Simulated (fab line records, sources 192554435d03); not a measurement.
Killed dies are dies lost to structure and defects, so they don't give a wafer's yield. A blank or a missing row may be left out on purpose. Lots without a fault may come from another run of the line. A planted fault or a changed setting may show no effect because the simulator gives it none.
fab line records | flow n5_finfet
record lots=6 wafers=17 last_day=17
route steps=1938 shown TV_LITHO@1878 TV_OPEN@1887
lots that met no fault: from a run of the same line without faults
start_h: hours from the record's first day to the start of the lot's first wafer shown | wait_h: hours since the lot's step before | " the same as in the row above | L1.1+2: a row that stands for several wafers | - no value, or no start given | * or withheld: withheld | < > ~ a bound
route shown NAME@n: a module of which the file shows steps, and the number in the route of the first | usual: mean/standard deviation of fault-free wafers | same: alike in all rows | chamber/n: place in a boat | sites: the reading at each site | _std_site: their standard deviation | _edge_site: outer sites' mean less inner sites' | radius_mm: how far each site lies from the wafer's centre | mask NAME#n: copy n | behind: the tool/chamber that last shaped the wafer | hold: why the lot was held/for how many hours/how that ended | device: the transistor (n, p or np) that didn't switch | end of line: the same wafers' tests at the end of the route | a step without rows: its recipe alone | killed: dies lost to structure and defects at the first sort, not the wafer's yield | map: a wafer's dies, x killed, . not, _ none there
set.NAME: the setting as run; set.NAME@STEP: as run at that earlier step | model.NAME: the simulator's own value behind a step, which no gauge read
lots at some steps of the route; a table a step, a row a wafer
services: from which hour (start_h, from the record's first day; less than 0 if before it) a tool's chamber was out of use, for how many hours, and why
## steps
# step N5_PASSIVATION_SOFTBAKE_05
# recipe temp_c=100 time_s=90
# step N5_PASSIVATION_EXPOSE_07
# recipe mask_id=TV na=0.55 source_shape=conventional sigma_outer=0.8 polarization=unpolarized defocus_nm=0 target_cd_nm=3000 dose_mj=22.75
# step N5_PASSIVATION_PEB_08
# recipe peb_temp_c=withheld peb_time_s=*
# step N5_PASSIVATION_DEVELOP_09
# recipe develop_time_s=60 rinse_liquid=diw dry=air_spin dev_temp_c=21
# step N5_PASSIVATION_HARDBAKE_11
# recipe temp_c=130 time_s=120
# step N5_PASSIVATION_CD_MEAS_10
# recipe target_cd_nm=3000 landing_energy_ev=500 detector=se_inlens
# usual cd_nm=2999.3/2.5
# columns lot.wafer tool chamber start_h wait_h cd_nm
L203.1 cd_sem-02 0 281.59 - 3001.0
L203.3 " 0 " " 2994.3
L203.6 " 0 " " 2999.2
L208.1 cd_sem-02 0 301.67 - 3000.6
L208.4 " 0 " " 3002.3
L208.5 " 0 " " 3002.2
L212.1 cd_sem-02 0 320.49 - 2996.6
L212.3 " 0 " " 2996.4
L212.4 " 0 " " 3000.9
L220.1 cd_sem-02 0 373.87 - 2997.5
L220.3 " 0 " " 2998.5
L220.5 " 0 " " 2996.7
L222.4 cd_sem-01 0 391.64 - 3001.4
L222.6 " 0 " " 3001.0
L226.1 cd_sem-02 0 406.20 - 3001.5
L226.2 " 0 " " 3003.3
L226.4 " 0 " " 2997.2
# step N5_PASSIVATION_OVL_MEAS_60
# recipe points_per_wafer=44
# usual TV_OVL=3/5.6
# columns lot.wafer tool chamber start_h wait_h TV_OVL[nm]
L203.1 overlay-02 0 281.62 0.0 2
L203.3 " 0 " " 4
L203.6 " 0 " " 1
L208.1 overlay-02 0 301.70 0.0 2
L208.4 " 0 " " -1
L208.5 " 0 " " 5
L212.1 overlay-02 0 320.52 0.0 2
L212.3 " 0 " " 13
L212.4 " 0 " " 2
L220.1 overlay-01 0 373.90 0.0 3
L220.3 " 0 " " 7
L220.5 " 0 " " 10
L222.4 overlay-01 0 391.66 0.0 10
L222.6 " 0 " " 6
L226.1 overlay-01 0 406.23 0.0 -1
L226.2 " 0 " " -6
L226.4 " 0 " " -4
# step N5_PASSIVATION_INSPECT_61
# recipe mode=adi inspect_instrument=macro
# usual raw_defect_count=1.9/1.4
# columns lot.wafer tool chamber start_h wait_h raw_defect_count
L203.1 defect_inspect-01 - 281.64 0.0 0
L203.3 " - " " 1
L203.6 " - " " 1
L208.1 defect_inspect-01 - 301.72 0.0 1
L208.4 " - " " 0
L208.5 " - " " 3
L212.1 defect_inspect-01 - 320.55 0.0 4
L212.3 " - " " 1
L212.4 " - " " 0
L220.1 defect_inspect-01 - 373.92 0.0 3
L220.3 " - " " 1
L220.5 " - " " 3
L222.4 defect_inspect-02 - 391.69 0.0 6
L222.6 " - " " 2
L226.1 defect_inspect-02 - 406.26 0.0 1
L226.2 " - " " 2
L226.4 " - " " 4
# step N5_PASSIVATION_DESCUM_12
# recipe chemistry=O2 time_s=7.9 source_power_w=50 bias_power_w=20 pressure_mtorr=20 rf_frequency_hz=2.712e+07 temp_c=40 o2_flow_sccm=225
# usual drypump_motor_current_A=6.0/0.48 oes_product_au=0.81/0.074 rf_vpp_V=242.7/1.2 showerhead_plenum_p_Torr=2.08/0.063 throttle_valve_pct=20.35/0.24
# columns lot.wafer tool chamber start_h wait_h drypump_motor_current_A oes_product_au rf_hours_counter_h rf_vpp_V showerhead_plenum_p_Torr throttle_valve_pct
L203.1 rie_diel-02 1 282.21 0.6 6.6 0.77 122 241.9 2.11 20.27
L203.3 " 2 " " 6.1 0.92 26 241.8 2.05 20.36
L203.6 " 2 " " 6.1 0.91 - 240.9 2.05 20.37
L208.1 rie_diel-02 0 301.76 0.0 6.2 0.67 248 244.4 2.15 20.27
L208.4 " 3 " " 5.3 0.81 90 242.0 2.02 20.24
L208.5 " 3 " " 5.2 0.81 - 241.6 2.02 20.24
L212.1 rie_diel-02 2 320.74 0.2 6.1 0.88 39 243.1 2.04 20.39
L212.3 " 1 " " 6.6 0.76 134 242.0 2.11 20.28
L212.4 " 1 " " 6.6 0.76 - 244.1 2.11 20.27
L220.1 rie_diel-02 1 374.21 0.3 6.6 0.74 153 244.0 2.10 20.30
L220.3 " 3 " " 5.3 0.77 114 242.4 2.01 20.28
L220.5 " 1 " " 6.6 0.74 - 242.6 2.10 20.31
L222.4 rie_diel-03 2 391.76 0.1 6.6 0.84 78 243.3 2.13 20.31
L222.6 " 0 " " 6.2 0.86 - 243.8 2.03 19.98
L226.1 rie_diel-02 3 407.02 0.8 5.3 0.76 129 242.3 2.01 20.30
L226.2 " 2 " " 6.1 0.83 72 242.3 2.03 20.42
L226.4 " 1 " " 6.6 0.73 - 242.3 2.09 20.33
# step N5_PASSIVATION_PASS_ETCH_74
# recipe chemistry=CF4/O2 target=SiNx target_depth_a=2200 time_s=110 ion_energy_ev=100 pressure_mtorr=40 source_w=535 bias_w=49 Ar_flow_sccm=100 cf4_flow_sccm=100 O2_flow_sccm=10
# usual bias_w=48.99/0.14 drypump_motor_current_A=6.0/0.49 oes_ar_750_au=0.79/0.071 oes_product_au=0.80/0.071 rf_vpp_V=245/8.5 showerhead_plenum_p_Torr=2.19/0.057 throttle_valve_pct=15.94/0.28
# columns lot.wafer tool chamber start_h wait_h bias_w drypump_motor_current_A oes_ar_750_au oes_product_au rf_hours_counter_h rf_vpp_V showerhead_plenum_p_Torr throttle_valve_pct
L203.1 rie_diel-02 1 282.27 0.0 48.95 6.6 0.75 0.76 122 260 2.22 15.83
L203.3 " 2 " " 48.94 6.1 0.89 0.90 26 249 2.17 15.94
L203.6 " 2 " " 48.98 6.1 0.89 0.90 - 247 2.17 15.93
L208.1 rie_diel-02 0 301.82 0.0 48.80 6.3 0.67 0.65 248 238 2.28 16.01
L208.4 " 3 " " 48.93 5.3 0.81 0.79 90 231 2.14 15.86
L208.5 " 3 " " 49.01 5.3 0.81 0.78 - 233 2.14 15.87
L212.1 rie_diel-02 2 320.81 0.0 48.99 6.1 0.87 0.86 39 246 2.16 15.97
L212.3 " 1 " " 48.86 6.6 0.75 0.75 134 260 2.21 15.87
L212.4 " 1 " " 48.98 6.6 0.74 0.76 - 259 2.21 15.86
L220.1 rie_diel-02 1 374.28 0.0 49.14 6.6 0.73 0.75 153 259 2.20 15.90
L220.3 " 3 " " 48.94 5.2 0.78 0.78 114 233 2.13 15.92
L220.5 " 1 " " 48.98 6.6 0.73 0.74 - 260 2.21 15.91
L222.4 rie_diel-03 2 391.82 0.0 48.89 6.6 0.81 0.82 78 250 2.23 15.86
L222.6 " 0 " " 49.07 6.2 0.84 0.86 - 247 2.12 15.48
L226.1 rie_diel-02 3 407.09 0.0 49.01 5.3 0.76 0.75 129 233 2.13 15.94
L226.2 " 2 " " 48.98 6.1 0.82 0.83 72 246 2.15 16.02
L226.4 " 1 " " 48.81 6.7 0.72 0.72 - 260 2.20 15.94
# step N5_PASSIVATION_VIA_ETCH_13
# recipe chemistry=CHF3/O2 target=SiO2 target_depth_a=6600 CHF3_flow_sccm=50 O2_flow_sccm=5 Ar_flow_sccm=200 time_s=330 mask_material=PR pressure_mtorr=30 source_w=650 bias_w=170 ion_energy_ev=200 ends=cleared
# usual bias_w=170.0/0.48 drypump_motor_current_A=6.0/0.48 etch_rf_on_time_s=240/5.7 oes_ar_750_au=0.80/0.068 oes_product_au=0.72/0.064 rf_vpp_V=532/18 showerhead_plenum_p_Torr=2.39/0.065 throttle_valve_pct=18.80/0.25
# columns lot.wafer tool chamber start_h wait_h bias_w drypump_motor_current_A etch_rf_on_time_s oes_ar_750_au oes_product_au rf_hours_counter_h rf_vpp_V showerhead_plenum_p_Torr throttle_valve_pct
L203.1 rie_diel-02 1 282.36 0.0 170.2 6.6 243 0.76 0.69 122 563 2.41 18.65
L203.3 " 2 " " 170.3 6.1 235 0.89 0.81 26 535 2.36 18.84
L203.6 " 2 " " 170.4 6.1 240 0.89 0.81 - 535 2.36 18.85
L208.1 rie_diel-02 0 301.91 0.0 170.3 6.2 239 0.66 0.59 248 519 2.48 18.80
L208.4 " 3 " " 169.9 5.3 241 0.82 0.72 90 503 2.33 18.70
L208.5 " 3 " " 169.8 5.2 241 0.82 0.72 - 504 2.33 18.68
L212.1 rie_diel-02 2 320.90 0.0 169.8 6.1 243 0.87 0.78 39 536 2.36 18.85
L212.3 " 1 " " 170.5 6.6 244 0.75 0.69 135 565 2.41 18.65
L212.4 " 1 " " 169.5 6.6 247 0.75 0.68 - 562 2.41 18.68
L220.1 rie_diel-02 1 374.37 0.0 170.5 6.6 238 0.74 0.67 153 564 2.40 18.70
L220.3 " 3 " " 169.5 5.3 238 0.79 0.69 114 505 2.32 18.72
L220.5 " 1 " " 169.7 6.6 237 0.73 0.68 - 563 2.40 18.73
L222.4 rie_diel-03 2 391.92 0.0 169.6 6.6 239 0.81 0.76 78 542 2.44 18.73
L222.6 " 0 " " 170.0 6.2 235 0.84 0.77 - 542 2.33 18.43
L226.1 rie_diel-02 3 407.18 0.0 170.4 5.3 243 0.78 0.68 129 505 2.32 18.75
L226.2 " 2 " " 170.3 6.1 241 0.83 0.75 72 535 2.35 18.92
L226.4 " 1 " " 170.9 6.6 245 0.72 0.66 - 563 2.40 18.74
# step N5_PASSIVATION_STRIP_14
# recipe chemistry=O2 power_w=600 temp_c=60 pressure_mtorr=30 rf_frequency_hz=6e+07 bias_power_w=0 overash_fraction=0.5 o2_flow_sccm=225
# usual drypump_motor_current_A=6.0/0.48 oes_product_au=0.81/0.074 rf_vpp_V=3.7/0.93 showerhead_plenum_p_Torr=2.08/0.063 throttle_valve_pct=16.61/0.24
# columns lot.wafer tool chamber start_h wait_h drypump_motor_current_A oes_product_au rf_hours_counter_h rf_vpp_V showerhead_plenum_p_Torr throttle_valve_pct
L203.1 rie_diel-02 1 282.56 0.1 6.6 0.76 122 2.9 2.12 16.54
L203.3 " 2 " " 6.1 0.92 26 2.7 2.05 16.61
L203.6 " 2 " " 6.1 0.90 - 2.2 2.05 16.61
L208.1 rie_diel-02 0 302.11 0.1 6.3 0.67 248 3.8 2.15 16.58
L208.4 " 3 " " 5.3 0.81 90 5.9 2.02 16.52
L208.5 " 3 " " 5.3 0.80 - 3.2 2.02 16.49
L212.1 rie_diel-02 2 321.10 0.1 6.1 0.86 39 3.1 2.05 16.55
L212.3 " 1 " " 6.7 0.75 135 2.4 2.11 16.55
L212.4 " 1 " " 6.7 0.76 - 3.7 2.11 16.56
L220.1 rie_diel-02 1 374.56 0.1 6.6 0.75 153 3.7 2.10 16.59
L220.3 " 3 " " 5.3 0.77 114 3.8 2.02 16.51
L220.5 " 1 " " 6.6 0.77 - 4.8 2.10 16.61
L222.4 rie_diel-03 2 392.11 0.1 6.6 0.85 78 5.5 2.13 16.61
L222.6 " 0 " " 6.2 0.86 - 5.3 2.03 16.27
L226.1 rie_diel-02 3 407.37 0.1 5.3 0.75 129 2.1 2.01 16.60
L226.2 " 2 " " 6.1 0.84 73 3.9 2.03 16.66
L226.4 " 1 " " 6.7 0.72 - 2.7 2.10 16.62
# step N5_PASSIVATION_ETCH_15
# recipe chemistry=CF4/N2 target=SiCN target_depth_a=750 taper_deg=2 time_s=81.2 ion_energy_ev=150 mask_material=SiNx pressure_mtorr=40 source_w=430 bias_w=70 Ar_flow_sccm=100 cf4_flow_sccm=60 n2_flow_sccm=60
# usual bias_w=70.00/0.23 drypump_motor_current_A=6.0/0.49 n2_flow_sccm=60.00/0.18 oes_product_au=0.80/0.071 rf_vpp_V=381.9/1.6 showerhead_plenum_p_Torr=2.19/0.057 throttle_valve_pct=15.38/0.27
# columns lot.wafer tool chamber start_h wait_h bias_w drypump_motor_current_A n2_flow_sccm oes_product_au rf_hours_counter_h rf_vpp_V showerhead_plenum_p_Torr throttle_valve_pct model.etch.depth_nm
L203.1 rie_diel-02 1 282.60 - 69.61 6.7 59.59 0.76 122 382.4 2.21 15.27 61.88
L203.3 " 2 " " 70.19 6.1 60.17 0.89 26 382.1 2.17 15.41 63.56
L203.6 " 2 " " 70.05 6.1 60.36 0.89 - 381.1 2.18 15.41 63.54
L208.1 rie_diel-02 0 302.15 - 82.46 6.3 59.93 0.68 248 425.1 2.27 15.42 66.64
L208.4 " 3 " " 82.74 5.3 59.80 0.83 90 422.8 2.14 15.32 68.58
L208.5 " 3 " " 82.44 5.3 60.01 0.83 - 421.6 2.14 15.30 68.18
L212.1 rie_diel-02 2 321.14 - 82.78 6.1 60.14 0.90 40 423.3 2.17 15.44 67.61
L212.3 " 1 " " 82.74 6.6 60.29 0.78 135 424.8 2.21 15.29 67.01
L212.4 " 1 " " 82.36 6.6 59.99 0.79 - 425.2 2.21 15.28 66.53
L220.1 rie_diel-02 1 374.60 - 69.94 6.6 59.91 0.73 153 382.0 2.20 15.33 62.39
L220.3 " 3 " " 69.75 5.3 59.99 0.78 114 380.3 2.13 15.37 65.22
L220.5 " 1 " " 69.75 6.6 60.16 0.74 - 382.4 2.20 15.33 62.83
L222.4 rie_diel-03 2 392.15 - 70.24 6.6 60.17 0.82 78 382.9 2.23 15.29 63.67
L222.6 " 0 " " 70.38 6.2 59.88 0.85 - 381.6 2.13 14.94 65.08
L226.1 rie_diel-02 3 407.41 - 70.03 5.2 59.84 0.77 129 379.5 2.13 15.39 64.97
L226.2 " 2 " " 70.47 6.1 59.88 0.83 73 380.7 2.16 15.51 63.75
L226.4 " 1 " " 70.14 6.6 59.87 0.73 - 381.6 2.20 15.35 62.57
# step N5_PASSIVATION_STRIP_73
# recipe chemistry=post_etch_residue_remover time_s=60 temp_c=25 remover_ph=withheld remover_water_wt_pct=withheld remover_fluoride_wt_pct=withheld
## services
# columns tool chamber start_h hours kind
rie_diel-03 0 288.35 3.7 repair
rie_diel-03 3 298.09 - clean
rie_diel-03 3 298.09 - consumable_replace:focus_ring
rie_diel-03 3 298.09 12.6 scheduled_down
rie_diel-03 3 298.09 12.6 vent_cycle
rie_diel-02 0 307.50 - clean
rie_diel-02 0 307.50 - consumable_replace:focus_ring
rie_diel-02 0 307.50 16.1 scheduled_down
rie_diel-02 0 307.50 16.1 vent_cycle
rie_diel-02 0 376.49 31.0 repair
## key
first_sign step=N5_PASSIVATION_ETCH_15 reading=bias_w direction=up sigmas=55 usual=* struck=*
effect step=N5_PASSIVATION_ETCH_15 reading=rf_vpp_V direction=up sigmas=27 usual=381.9 struck=423.8
model_effect step=N5_PASSIVATION_ETCH_15 value=etch.depth_nm without=63.54 struck=67.42
met_at N5_PASSIVATION_ETCH_15
struck_wafers L208.1,L208.4,L208.5,L212.1,L212.3,L212.4
onset_between 282.60 302.15
fault kind=process_parameter_drift tool=rie_diel-02 chamber=- onset_h=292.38 steps=N5_PASSIVATION_ETCH_15 channel=bias_w offset=* shape=step end_h=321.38 acts_in=* stated=*
